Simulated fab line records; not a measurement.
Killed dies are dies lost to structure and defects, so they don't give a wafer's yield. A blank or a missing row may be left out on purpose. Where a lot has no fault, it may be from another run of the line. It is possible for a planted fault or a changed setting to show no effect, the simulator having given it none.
Which tool is to blame?    flow nandHarc    72 wafers from 24 lots sampled at 5 of the route's 1302 steps

WHAT EACH GAUGE READ, for each wafer
NHARC_A_BONDPAD_CD_MEAS_13.
lot   measured      on        cdNm (nm)
L074  day 23 06:21  cdSem-01  500.7 503.3 500.6
L075  day 23 16:23  cdSem-02  496.7 496.7 498.2
L077  day 23 23:23  cdSem-01  499.4 499.2 498.9
L076  day 24 08:32  cdSem-01  500.6 498.2 498.6
L079  day 25 10:04  cdSem-02  500.9 502.0 498.7
L081  day 25 15:16  cdSem-01  499.2 497.3 499.2
L078  day 25 18:13  cdSem-03  498.5 498.8 499.7
L080  day 25 23:40  cdSem-03  497.8 501.1 498.6
L083  day 26 19:13  cdSem-01  499.5 499.8 500.8
L082  day 26 22:29  cdSem-01  499.0 500.3 500.2
L085  day 27 00:41  cdSem-03  499.6 499.0 497.5
L084  day 27 04:27  cdSem-01  499.9 498.9 498.3
L086  day 28 14:04  cdSem-02  497.9 497.8 498.5
L088  day 29 04:36  cdSem-03  496.5 498.9 497.2
L089  day 29 07:06  cdSem-02  498.6 496.6 498.6
L087  day 29 10:49  cdSem-03  499.8 499.2 500.5
L090  day 29 12:41  cdSem-03  498.9 498.8 497.6
L091  day 30 08:48  cdSem-03  500.4 499.8 497.6
L093  day 30 22:44  cdSem-02  497.0 498.3 497.1
L092  day 31 00:17  cdSem-03  498.8 500.3 499.5
L094  day 31 13:54  cdSem-02  499.0 498.7 496.5
L095  day 31 15:37  cdSem-03  500.3 500.6 500.9
L096  day 32 11:17  cdSem-02  496.1 495.8 497.0
L097  day 33 06:40  cdSem-02  499.7 499.4 497.1

TOOL THAT RAN EACH LOT (tool first, then ch and the chambers of the sampled wafers, then the start)
lot   NHARC_A_BLC_ETCH_18                           NHARC_A_M1_DESCUM_14               NHARC_A_M1_PRE_CLEAN_30                 NHARC_A_M1_ANNEAL_31
L074  rieDiel-11 ch 2,3, day 23 01:13 or earlier    rieDiel-02 ch 1,2,3, day 23 01:13  pvdSputter-02, day 23 02:58 or earlier  rtpAnneal-02 ch 0, day 23 02:58
L075  rieDiel-06 ch 0,2,3, day 23 10:59 or earlier  rieDiel-07 ch 0,1,2, day 23 10:59  pvdSputter-02, day 23 12:44 or earlier  rtpAnneal-01 ch 0, day 23 12:44
L077  rieDiel-11 ch 0,2,3, day 23 18:29 or earlier  rieDiel-02 ch 0,3, day 23 18:29    pvdSputter-03, day 23 20:14 or earlier  rtpAnneal-01 ch 0, day 23 20:14
L076  rieDiel-11 ch 0,1, day 24 03:30 or earlier    rieDiel-07 ch 0,1,3, day 24 03:30  pvdSputter-03, day 24 05:16 or earlier  rtpAnneal-02 ch 0, day 24 05:16
L079  rieDiel-11 ch 0,1,2, day 25 05:03 or earlier  rieDiel-02 ch 0,1,3, day 25 05:03  pvdSputter-02, day 25 06:48 or earlier  rtpAnneal-01 ch 0, day 25 06:48
L081  rieDiel-06 ch 0,3, day 25 10:22 or earlier    rieDiel-02 ch 1,2,3, day 25 10:22  pvdSputter-03, day 25 12:13 or earlier  rtpAnneal-02 ch 0, day 25 12:13
L078  rieDiel-06 ch 1,2, day 25 13:04 or earlier    rieDiel-01 ch 1,2, day 25 13:04    pvdSputter-03, day 25 14:55 or earlier  rtpAnneal-02 ch 0, day 25 14:55
L080  rieDiel-09 ch 2,3, day 25 18:42 or earlier    rieDiel-01 ch 1,2,3, day 25 18:42  pvdSputter-02, day 25 20:37 or earlier  rtpAnneal-02 ch 0, day 25 20:37
L083  rieDiel-06 ch 0,1,3, day 26 14:14 or earlier  rieDiel-07 ch 0,1, day 26 14:14    pvdSputter-02, day 26 15:59 or earlier  rtpAnneal-02 ch 0, day 26 15:59
L082  rieDiel-09 ch 0,1,3, day 26 17:35 or earlier  rieDiel-01 ch 0,1,3, day 26 17:35  pvdSputter-03, day 26 19:21 or earlier  rtpAnneal-01 ch 0, day 26 19:21
L085  rieDiel-09 ch 0,1,2, day 26 19:48 or earlier  rieDiel-02 ch 0,3, day 26 19:48    pvdSputter-01, day 26 21:37 or earlier  rtpAnneal-02 ch 0, day 26 21:37
L084  rieDiel-09 ch 1,2, day 26 23:22 or earlier    rieDiel-07 ch 2,3, day 26 23:22    pvdSputter-03, day 27 01:17 or earlier  rtpAnneal-01 ch 0, day 27 01:17
L086  rieDiel-06 ch 1,2,3, day 28 09:00 or earlier  rieDiel-01 ch 1,2,3, day 28 09:00  pvdSputter-01, day 28 10:49 or earlier  rtpAnneal-02 ch 0, day 28 10:49
L088  rieDiel-09 ch 0,3, day 28 23:27 or earlier    rieDiel-02 ch 0,2,3, day 28 23:27  pvdSputter-03, day 29 01:12 or earlier  rtpAnneal-01 ch 0, day 29 01:12
L089  rieDiel-11 ch 0,1,3, day 29 01:46 or earlier  rieDiel-07 ch 0,2,3, day 29 01:46  pvdSputter-02, day 29 03:31 or earlier  rtpAnneal-02 ch 0, day 29 03:31
L087  rieDiel-11 ch 0,2,3, day 29 05:56 or earlier  rieDiel-01 ch 0,1,2, day 29 05:56  pvdSputter-01, day 29 07:41 or earlier  rtpAnneal-01 ch 0, day 29 07:41
L090  rieDiel-11 ch 0,3, day 29 07:38 or earlier    rieDiel-07 ch 1,2, day 29 07:38    pvdSputter-01, day 29 09:26 or earlier  rtpAnneal-01 ch 0, day 29 09:26
L091  rieDiel-11 ch 1,2,3, day 30 03:43 or earlier  rieDiel-02 ch 1,2,3, day 30 03:43  pvdSputter-01, day 30 05:29 or earlier  rtpAnneal-02 ch 0, day 30 05:29
L093  rieDiel-11 ch 1,3, day 30 17:14 or earlier    rieDiel-01 ch 1,3, day 30 17:14    pvdSputter-03, day 30 19:31 or earlier  rtpAnneal-01 ch 0, day 30 19:31
L092  rieDiel-11 ch 0,1, day 30 19:20 or earlier    rieDiel-02 ch 1,2,3, day 30 19:20  pvdSputter-01, day 30 21:13 or earlier  rtpAnneal-01 ch 0, day 30 21:13
L094  rieDiel-11 ch 0,1,3, day 31 08:55 or earlier  rieDiel-02 ch 0,1,3, day 31 08:55  pvdSputter-03, day 31 10:44 or earlier  rtpAnneal-01 ch 0, day 31 10:44
L095  rieDiel-09 ch 1,2,3, day 31 10:07 or earlier  rieDiel-07 ch 0,1,2, day 31 10:07  pvdSputter-02, day 31 12:19 or earlier  rtpAnneal-02 ch 0, day 31 12:19
L096  rieDiel-11 ch 0,1,3, day 32 06:24 or earlier  rieDiel-01 ch 0,1,3, day 32 06:24  pvdSputter-02, day 32 08:09 or earlier  rtpAnneal-01 ch 0, day 32 08:09
L097  rieDiel-11 ch 1,2,3, day 33 01:36 or earlier  rieDiel-02 ch 0,2, day 33 01:36    pvdSputter-02, day 33 03:25 or earlier  rtpAnneal-02 ch 0, day 33 03:25
- NHARC_A_BLC_ETCH_18: etches the open film in C4F8/O2/Ar, target depth 910 nm.
- NHARC_A_M1_DESCUM_14: chemistry O2, time 3 s.
- NHARC_A_M1_PRE_CLEAN_30: time 30 s.
- NHARC_A_M1_ANNEAL_31: time 90 s.

AS READ BY THE TOOLS THEMSELVES (means over the sampled wafers that have a number; for cases with no such wafer, the mark the record gives instead)
NHARC_A_BLC_ETCH_18.
lot   tool        biasW (W)  oesProductAu (a.u.)  rfVppV (V)
L074  rieDiel-11  1501       0.921                972
L075  rieDiel-06  1499       0.969                972
L077  rieDiel-11  1495       0.923                977
L076  rieDiel-11  1503       0.964                983
L079  rieDiel-11  1495       0.977                979
L081  rieDiel-06  1499       0.922                974
L078  rieDiel-06  1502       0.971                970
L080  rieDiel-09  1499       0.976                979
L083  rieDiel-06  1501       0.927                972
L082  rieDiel-09  1503       0.925                977
L085  rieDiel-09  1502       0.925                976
L084  rieDiel-09  1497       0.964                978
L086  rieDiel-06  1499       0.928                971
L088  rieDiel-09  1503       0.928                975
L089  rieDiel-11  1504       0.976                981
L087  rieDiel-11  1505       0.946                976
L090  rieDiel-11  1500       0.977                979
L091  rieDiel-11  1498       0.922                976
L093  rieDiel-11  1504       0.924                979
L092  rieDiel-11  1499       0.927                983
L094  rieDiel-11  1502       0.946                980
L095  rieDiel-09  1498       0.968                979
L096  rieDiel-11  1494       0.931                982
L097  rieDiel-11  1501       0.964                976

NHARC_A_M1_DESCUM_14.
lot   tool        drypumpMotorCurrentA (A)  oesProductAu (a.u.)  rfVppV (V)  showerheadPlenumPTorr (Torr)  throttleValvePct (%)
L074  rieDiel-02  5.4                       0.994                57.9        1.94                          11.309
L075  rieDiel-07  5.8                       1.002                57.2        1.86                          11.310
L077  rieDiel-02  6.0                       1.002                58.1        1.87                          11.318
L076  rieDiel-07  6.1                       0.990                57.5        1.89                          11.314
L079  rieDiel-02  5.8                       1.003                58.1        1.93                          11.309
L081  rieDiel-02  5.4                       1.009                57.8        1.94                          11.301
L078  rieDiel-01  5.6                       1.005                57.8        1.92                          11.306
L080  rieDiel-01  5.8                       1.011                58.3        1.89                          11.311
L083  rieDiel-07  6.2                       0.990                57.6        1.84                          11.315
L082  rieDiel-01  5.9                       1.005                57.5        1.90                          11.310
L085  rieDiel-02  6.0                       1.012                57.5        1.87                          11.314
L084  rieDiel-07  5.5                       0.995                58.6        1.97                          11.307
L086  rieDiel-01  5.8                       0.999                57.2        1.89                          11.315
L088  rieDiel-02  5.8                       1.005                56.4        1.88                          11.307
L089  rieDiel-07  5.7                       0.998                57.9        1.91                          11.303
L087  rieDiel-01  5.5                       0.999                56.9        1.88                          11.310
L090  rieDiel-07  5.3                       1.001                56.9        1.89                          11.311
L091  rieDiel-02  5.4                       1.010                57.9        1.94                          11.314
L093  rieDiel-01  6.2                       0.996                57.7        1.92                          11.311
L092  rieDiel-02  5.4                       1.012                57.4        1.94                          11.314
L094  rieDiel-02  5.8                       1.001                57.3        1.93                          11.304
L095  rieDiel-07  5.8                       0.986                56.5        1.86                          11.316
L096  rieDiel-01  5.9                       0.995                57.1        1.89                          11.308
L097  rieDiel-02  5.9                       1.000                57.7        1.87                          11.319

NHARC_A_M1_PRE_CLEAN_30.
lot   tool           heaterPowerW (W)
L074  pvdSputter-02  465
L075  pvdSputter-02  432
L077  pvdSputter-03  443
L076  pvdSputter-03  448
L079  pvdSputter-02  444
L081  pvdSputter-03  460
L078  pvdSputter-03  459
L080  pvdSputter-02  432
L083  pvdSputter-02  417
L082  pvdSputter-03  454
L085  pvdSputter-01  438
L084  pvdSputter-03  459
L086  pvdSputter-01  478
L088  pvdSputter-03  462
L089  pvdSputter-02  488
L087  pvdSputter-01  445
L090  pvdSputter-01  483
L091  pvdSputter-01  449
L093  pvdSputter-03  447
L092  pvdSputter-01  483
L094  pvdSputter-03  437
L095  pvdSputter-02  435
L096  pvdSputter-02  462
L097  pvdSputter-02  438

NHARC_A_M1_ANNEAL_31.
lot   tool          wafer_temp_C_max
L074  rtpAnneal-02  225.55
L075  rtpAnneal-01  225.96
L077  rtpAnneal-01  225.73
L076  rtpAnneal-02  226.08
L079  rtpAnneal-01  225.94
L081  rtpAnneal-02  225.90
L078  rtpAnneal-02  225.79
L080  rtpAnneal-02  226.07
L083  rtpAnneal-02  226.02
L082  rtpAnneal-01  225.94
L085  rtpAnneal-02  225.92
L084  rtpAnneal-01  225.87
L086  rtpAnneal-02  225.60
L088  rtpAnneal-01  225.78
L089  rtpAnneal-02  225.76
L087  rtpAnneal-01  226.14
L090  rtpAnneal-01  225.95
L091  rtpAnneal-02  225.69
L093  rtpAnneal-01  226.00
L092  rtpAnneal-01  225.88
L094  rtpAnneal-01  225.78
L095  rtpAnneal-02  225.63
L096  rtpAnneal-01  225.76
L097  rtpAnneal-02  226.05

THE ANSWER, worked out from the rows above alone
Rule: the usual values come from the lots themselves. The widest of any qualifying gaps counts: lots, ordered by their means at a reading, are off when they make up no more than a third of the lots, leave a main group of 4 or more, and stand apart from it by 3 or more times the standard deviation of that group's means. The tables above print the reading to a certain number of digits; a main group whose means all agree to those digits is not used. A lot without any number at a reading at which 4 lots or more have one is off too. Any other lot the step has rows for is counted as sound. The gauges are gone through in route order, then the tools' own readings, and for those a lot's mean is taken as printed above. The first step at which some lot is off is used, and at that step the reading that is off furthest; a lot without a number counts as furthest.
No lot is off on any of the readings shown, so nothing can be concluded from this.

WHAT HAD BEEN PUT IN BY THE SIMULATOR
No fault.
